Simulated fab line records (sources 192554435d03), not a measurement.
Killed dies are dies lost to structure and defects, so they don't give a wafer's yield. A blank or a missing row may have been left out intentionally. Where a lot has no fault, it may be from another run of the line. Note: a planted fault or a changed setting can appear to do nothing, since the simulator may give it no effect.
Which of the tools did it?	flow n5-finfet	10 lots, 30 wafers sampled, at 4 steps of a route of 1938

WHAT THE GAUGES SHOWED, per wafer
N5_BEOL_M7_INSPECT_13: inspects for defects (brightfield). Usual: raw-defect-count reads 402 (standard deviation 87).
lot	measured	on	raw-defect-count	flag
L434	day 9 02:44	defect-inspect-02	336 421 403	
L436	day 9 13:01	defect-inspect-01	330 485 504	
L435	day 9 15:44	defect-inspect-01	406 342 550	
L439	day 10 13:56	defect-inspect-01	502 413 339	
L444	day 11 20:04	defect-inspect-01	310 1646 344	OFF
L445	day 11 23:34	defect-inspect-01	457 1717 423	OFF
L447	day 12 18:19	defect-inspect-01	263 334 333	
L452	day 13 23:32	defect-inspect-02	355 404 408	
L455	day 14 08:17	defect-inspect-01	536 356 484	
L456	day 14 19:25	defect-inspect-01	364 470 253	

TOOL THAT RAN EACH LOT (tool first, then ch and the chambers of the sampled wafers, then the start)
lot	N5_BEOL_M6_ANNEAL_51	N5_BEOL_M7_CURE_74	N5_BEOL_M7_PECVD_70
L434	rtp-anneal-02 ch 0, day 9 00:05	uv-cure-03 ch 2, day 9 00:58	pecvd-02 ch 0,2, day 9 01:31
L436	rtp-anneal-02 ch 0, day 9 09:54	uv-cure-03 ch 1, day 9 11:11	pecvd-03 ch 0,1,2, day 9 11:44
L435	rtp-anneal-01 ch 0, day 9 12:07	uv-cure-03 ch 2, day 9 13:00	pecvd-03 ch 0,1, day 9 13:33
L439	rtp-anneal-01 ch 0, day 10 09:38	uv-cure-03 ch 0, day 10 10:48	pecvd-02 ch 0,1, day 10 11:21
L444	rtp-anneal-01 ch 0, day 11 17:25	uv-cure-03 ch 2, day 11 18:24	pecvd-02 ch 0,1,2, day 11 19:16
L445	rtp-anneal-01 ch 0, day 11 20:40	uv-cure-01 ch 0, day 11 21:32	pecvd-02 ch 0,2, day 11 22:05
L447	rtp-anneal-01 ch 0, day 12 15:45	uv-cure-02 ch 1, day 12 16:38	pecvd-03 ch 2, day 12 17:40
L452	rtp-anneal-02 ch 0, day 13 18:53	uv-cure-01 ch 1, day 13 19:46	pecvd-03 ch 1,2, day 13 20:19
L455	rtp-anneal-01 ch 0, day 14 05:33	uv-cure-03 ch 2, day 14 06:52	pecvd-04 ch 0,2, day 14 07:25
L456	rtp-anneal-01 ch 0, day 14 15:22	uv-cure-02 ch 2, day 14 16:23	pecvd-03 ch 1,2, day 14 16:46
- N5_BEOL_M6_ANNEAL_51: time 90 s.
- N5_BEOL_M7_CURE_74: cures SiCOH lowk, time 240 s.
- N5_BEOL_M7_PECVD_70: deposits SiO2 from TEOS/O2, target thk 20 nm, time 22.7 s.

AS READ BY THE TOOLS THEMSELVES (means over the sampled wafers that have a number; for cases with no such wafer, the mark the record gives instead)
N5_BEOL_M6_ANNEAL_51. Usual: wafer_temp_C_max reads 226.6 (standard deviation 0.4).
lot	tool	wafer_temp_C_max	flag
L434	rtp-anneal-02	226.5	
L436	rtp-anneal-02	226.2	
L435	rtp-anneal-01	226.7	
L439	rtp-anneal-01	226.5	
L444	rtp-anneal-01	226.7	
L445	rtp-anneal-01	226.3	
L447	rtp-anneal-01	226.9	
L452	rtp-anneal-02	226.6	
L455	rtp-anneal-01	226.9	
L456	rtp-anneal-01	227.0	

N5_BEOL_M7_CURE_74. Usual: lamp-power-pct 52.31 %, standard deviation 0.051; wafer_temp_C_max 386.9, standard deviation 0.52.
lot	tool	lamp-power-pct (%)	wafer_temp_C_max	flag
L434	uv-cure-03	52.32	387.3	
L436	uv-cure-03	52.29	387.2	
L435	uv-cure-03	52.28	387.6	
L439	uv-cure-03	52.30	386.9	
L444	uv-cure-03	52.32	387.4	
L445	uv-cure-01	52.33	386.9	
L447	uv-cure-02	52.34	387.2	
L452	uv-cure-01	52.35	387.1	
L455	uv-cure-03	52.33	387.1	
L456	uv-cure-02	52.34	386.0	

N5_BEOL_M7_PECVD_70. Usual: heater-power-w 737 W, standard deviation 87; showerhead-plenum-p-Torr 8.76 Torr, standard deviation 0.067; throttle-valve-pct 21.9 %, standard deviation 1.1.
lot	tool	heater-power-w (W)	showerhead-plenum-p-Torr (Torr)	throttle-valve-pct (%)	flag
L434	pecvd-02	718	8.80	23.5	
L436	pecvd-03	728	8.80	21.8	
L435	pecvd-03	653	8.78	22.2	
L439	pecvd-02	702	8.70	22.1	
L444	pecvd-02	756	8.74	21.8	
L445	pecvd-02	624	8.75	21.6	
L447	pecvd-03	752	8.83	19.7	
L452	pecvd-03	806	8.82	20.9	
L455	pecvd-04	823	8.72	22.5	
L456	pecvd-03	712	8.82	20.9	

THE ANSWER, worked out from the rows above alone
Rule: lot off if the mean of its wafers having a number is beyond 3 standard deviations from the usual mean. Also off: a lot with no number at a reading for which 4 or more lots have one. The other lots that the step has rows for count as sound. The gauges are gone through in route order, then the tools' own readings, and for those a lot's mean is taken as printed above. The first step at which some lot is off is used, and at that step the reading that is off furthest; a lot without a number counts as furthest.
Off at N5_BEOL_M7_INSPECT_13 (raw-defect-count): L444, L445.
A tool fits if, at a process step before that reading, it ran every lot that is off, and no sound lot after the first of them. The gauges at N5_BEOL_M7_INSPECT_13 are tried like those tools. One fits: N5_BEOL_M7_PECVD_70 on pecvd-02. A fault onset in the window from L439 (day 10 11:21, its last sound lot) to L444 (day 11 19:16, its first lot off) fits.

WHAT THE SIMULATOR HAD INSERTED
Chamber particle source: pecvd-02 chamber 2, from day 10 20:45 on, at N5_BEOL_M7_PECVD_70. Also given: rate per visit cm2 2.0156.
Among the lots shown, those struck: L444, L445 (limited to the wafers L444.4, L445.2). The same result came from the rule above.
